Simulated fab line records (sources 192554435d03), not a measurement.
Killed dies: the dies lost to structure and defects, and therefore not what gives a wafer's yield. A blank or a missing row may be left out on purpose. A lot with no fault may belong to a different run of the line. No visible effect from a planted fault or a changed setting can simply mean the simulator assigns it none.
What tool caused it?    flow n5Finfet    27 wafers from 9 lots sampled at 5 of the route's 1938 steps

WHAT EACH GAUGE READ, for each wafer
N5_PMOS_HMC_CHANNEL_EPI_THK_MEAS_22.
lot   measured     on            HMC_CMP_THK (nm)
L581  day 2 15:49  filmMetro-01  54.3 54.4 53.9
L582  day 2 19:52  filmMetro-02  53.5 54.0 53.3
L587  day 4 02:10  filmMetro-01  54.1 53.5 53.2
L588  day 4 08:08  filmMetro-02  54.8 55.3 54.5
L589  day 4 14:43  filmMetro-01  54.7 54.2 53.6
L590  day 4 20:19  filmMetro-02  54.4 54.0 53.7
L597  day 6 13:21  filmMetro-01  53.2 54.2 53.8
L600  day 7 07:35  filmMetro-01  53.8 54.7 54.5
L601  day 7 13:50  filmMetro-01  53.5 54.0 54.2

N5_BEOL_M4_RC_MEAS_101.
lot   measured      on         DIBL_N (mV/V)   DIBL_P (mV/V)   IOFF_N (nA/um)     IOFF_P (nA/um)     ION_N (uA/um)  ION_P (uA/um)  SS_N (mV/dec)   SS_P (mV/dec)   VT_N (mV)          VT_P (mV)
L581  day 8 11:07   prober-01  37.4 37.1 38.6  36.1 34.9 37.0  0.166 0.160 0.187  0.220 0.197 0.237  685 666 667    463 457 460    71.4 72.1 72.1  72.5 72.6 74.1  248.1 249.0 248.3  -248 -251 -251
L582  day 8 22:47   prober-01  36.2 37.4 36.5  35.4 36.6 35.7  0.146 0.162 0.148  0.181 0.185 0.171  666 672 667    456 455 447    71.9 71.7 71.5  73.4 74.1 73.5  249.2 252.6 253.0  -255 -255 -255
L587  day 9 22:13   prober-01  35.6 34.5 36.8  37.4 36.0 39.1  0.153 0.135 0.185  0.196 0.181 0.229  662 667 685    455 455 465    70.7 71.2 72.3  72.7 72.0 73.3  250.1 251.2 245.4  -252 -253 -249
L588  day 10 13:11  prober-02  37.6 39.3 37.1  38.4 39.5 37.7  0.144 0.178 0.144  0.228 0.256 0.224  657 687 670    461 476 468    71.7 71.7 71.6  73.7 74.3 72.9  252.0 250.2 250.8  -246 -246 -249
L589  day 10 20:20  prober-02  36.3 38.6 38.7  34.9 38.2 37.5  0.144 0.206 0.192  0.196 0.250 0.239  677 688 672    462 464 458    71.5 71.5 72.1  73.1 74.8 73.9  253.0 247.2 248.8  -252 -246 -248
L590  day 10 20:43  prober-01  37.5 38.5 37.3  36.8 37.2 36.3  0.169 0.191 0.152  0.260 0.276 0.245  677 673 669    472 468 466    71.7 72.2 72.2  73.5 73.2 73.3  249.0 244.8 251.9  -247 -246 -245
L597  day 12 07:14  prober-02  36.3 37.0 35.8  35.7 35.8 34.3  0.150 0.161 0.135  0.215 0.217 0.189  659 677 669    459 465 465    71.2 71.5 71.2  73.9 73.6 72.8  250.0 248.7 250.4  -248 -251 -252
L600  day 13 08:04  prober-02  35.3 34.6 34.8  34.7 34.2 34.0  0.139 0.141 0.134  0.193 0.188 0.191  673 679 679    460 464 464    71.3 70.8 71.5  73.2 74.3 73.3  253.2 253.1 251.2  -250 -254 -251
L601  day 13 14:23  prober-01  34.1 36.1 35.6  35.2 37.2 36.6  0.146 0.166 0.160  0.200 0.217 0.213  676 667 676    467 462 461    70.4 71.7 71.5  73.2 73.4 73.7  249.4 249.0 250.4  -249 -247 -251

TOOL THAT RAN EACH LOT (tool first, then ch and the chambers of the sampled wafers, then the start)
lot   N5_PMOS_HMC_CHANNEL_EPI_ETCH_32   N5_PMOS_HMC_CHANNEL_EPI_STRIP_33  N5_PMOS_HMC_CHANNEL_EPI_ETCH_38
L581  rieDiel-06 ch 1,2, day 2 13:36    rieDiel-06 ch 1,2, day 2 13:41    rieSi-04 ch 0,2, day 2 14:00
L582  rieDiel-01 ch 1,2, day 2 17:38    rieDiel-01 ch 1,2, day 2 17:44    rieSi-04 ch 1,2,3, day 2 18:02
L587  rieDiel-01 ch 0,1,3, day 3 23:54  rieDiel-01 ch 0,1,3, day 4 00:00  rieSi-04 ch 0,1,3, day 4 00:18
L588  rieDiel-01 ch 0,1, day 4 05:53    rieDiel-01 ch 0,1, day 4 05:58    rieSi-06 ch 2,3, day 4 06:18
L589  rieDiel-01 ch 0,1,2, day 4 12:05  rieDiel-01 ch 0,1,2, day 4 12:11  rieSi-04 ch 0,1,3, day 4 12:29
L590  rieDiel-01 ch 0,2,3, day 4 17:41  rieDiel-01 ch 0,2,3, day 4 17:47  rieSi-02 ch 0,2,3, day 4 18:05
L597  rieDiel-05 ch 1,2,3, day 6 11:07  rieDiel-05 ch 1,2,3, day 6 11:13  rieSi-04 ch 0,2,3, day 6 11:31
L600  rieDiel-06 ch 1,3, day 7 05:20    rieDiel-06 ch 1,3, day 7 05:26    rieSi-06 ch 1,2, day 7 05:44
L601  rieDiel-05 ch 0,1, day 7 11:36    rieDiel-05 ch 0,1, day 7 11:42    rieSi-02 ch 0,2,3, day 7 12:01
- N5_PMOS_HMC_CHANNEL_EPI_ETCH_32: etches BARC in N2/H2, stops on SiO2, target depth 85.8 nm, time 50.3 s.
- N5_PMOS_HMC_CHANNEL_EPI_STRIP_33: strips in N2/H2.
- N5_PMOS_HMC_CHANNEL_EPI_ETCH_38: etches SiO2 in CF4, target depth 1.5 nm.

WHAT THE TOOLS THEMSELVES READ (means of the sampled wafers that have a number; where no wafer has one, the mark that the record gives instead)
N5_PMOS_HMC_CHANNEL_EPI_ETCH_32.
lot   tool        biasW (W)  drypumpMotorCurrentA (A)  oesProductAu (a.u.)  rfVppV (V)  showerheadPlenumPTorr (Torr)  throttleValvePct (%)
L581  rieDiel-06  150.1      6.2                       0.60                 520.8       2.44                          18.19
L582  rieDiel-01  149.9      5.7                       0.67                 526.0       2.62                          17.94
L587  rieDiel-01  149.8      5.5                       0.66                 524.0       2.54                          17.88
L588  rieDiel-01  170.8      5.3                       0.67                 571.3       2.59                          17.85
L589  rieDiel-01  170.9      5.7                       0.68                 570.4       2.59                          17.91
L590  rieDiel-01  171.7      5.6                       0.67                 568.4       2.52                          17.91
L597  rieDiel-05  149.6      5.9                       0.62                 522.7       2.50                          18.17
L600  rieDiel-06  149.8      6.1                       0.82                 524.8       2.57                          17.76
L601  rieDiel-05  150.3      6.0                       0.71                 522.8       2.54                          17.73

N5_PMOS_HMC_CHANNEL_EPI_STRIP_33.
lot   tool        biasPowerW (W)  drypumpMotorCurrentA (A)  oesProductAu (a.u.)  rfVppV (V)  showerheadPlenumPTorr (Torr)  throttleValvePct (%)
L581  rieDiel-06  8.010           6.2                       0.70                 55.1        3.24                          19.5
L582  rieDiel-01  7.992           5.7                       0.79                 55.0        3.45                          18.8
L587  rieDiel-01  8.001           5.5                       0.76                 54.5        3.36                          18.9
L588  rieDiel-01  7.995           5.3                       0.79                 53.2        3.42                          18.8
L589  rieDiel-01  8.001           5.7                       0.79                 54.4        3.41                          18.8
L590  rieDiel-01  7.983           5.6                       0.78                 55.0        3.33                          18.9
L597  rieDiel-05  8.023           5.9                       0.71                 55.1        3.30                          19.2
L600  rieDiel-06  8.014           6.1                       0.96                 53.5        3.40                          19.0
L601  rieDiel-05  7.988           6.0                       0.83                 54.2        3.35                          18.6

N5_PMOS_HMC_CHANNEL_EPI_ETCH_38.
lot   tool      biasW (W)  drypumpMotorCurrentA (A)  oesProductAu (a.u.)  throttleValvePct (%)
L581  rieSi-04  400.5      6.1                       1.001                21.75
L582  rieSi-04  400.3      5.3                       0.991                21.85
L587  rieSi-04  400.1      5.3                       0.994                21.76
L588  rieSi-06  400.4      6.1                       0.990                21.68
L589  rieSi-04  399.6      5.2                       0.996                21.75
L590  rieSi-02  400.7      5.9                       0.998                21.59
L597  rieSi-04  400.2      5.6                       1.001                21.68
L600  rieSi-06  399.9      5.6                       0.995                21.62
L601  rieSi-02  400.0      5.9                       0.992                21.59

THE ANSWER, worked out from the rows above alone
Rule: what is usual is taken from the lots themselves. The widest of any qualifying gaps counts: lots, ordered by their means at a reading, are off when they make up no more than a third of the lots, leave a main group of 4 or more, and stand apart from it by 3 or more times the standard deviation of that group's means. Not used: any main group whose means are identical at the precision the tables above print for the reading. Also off: a lot with no number at a reading for which 4 or more lots have one. Any other lot the step has rows for is counted as sound. Order of review: gauges by route order, followed by the tools' own readings, for which a lot's mean as printed above is used. At the first step where some lot is off, the reading lying furthest off is the one used; lots without a number count as furthest.
Off: L588, L589, L590 (N5_PMOS_HMC_CHANNEL_EPI_ETCH_32, biasW). Main group: mean 149.9 W, sd 0.23.
If a tool, at that step or one of the process steps before it, ran each lot that is off and ran no sound lot following the first of them, it fits. One candidate fits, namely rieDiel-01 at N5_PMOS_HMC_CHANNEL_EPI_ETCH_32. Its last sound lot is L587 (day 3 23:54), its first lot that is off L588 (day 4 05:53): a fault that began between those two fits.
The tool's own readings at N5_PMOS_HMC_CHANNEL_EPI_ETCH_32 bear it out: on the lots that are off they differ by more than 5 times the standard deviation of the sound lots' means. biasW reads 171.1 W there against 149.9 W on the sound lots; rfVppV reads 570.0 V there against 523.5 V on the sound lots.

WHAT THE SIMULATOR PUT IN
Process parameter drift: rieDiel-01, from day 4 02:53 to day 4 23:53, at N5_PMOS_HMC_CHANNEL_EPI_ETCH_32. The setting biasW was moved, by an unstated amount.
Lots struck among those shown: L588, L589, L590. The rule above found the same.
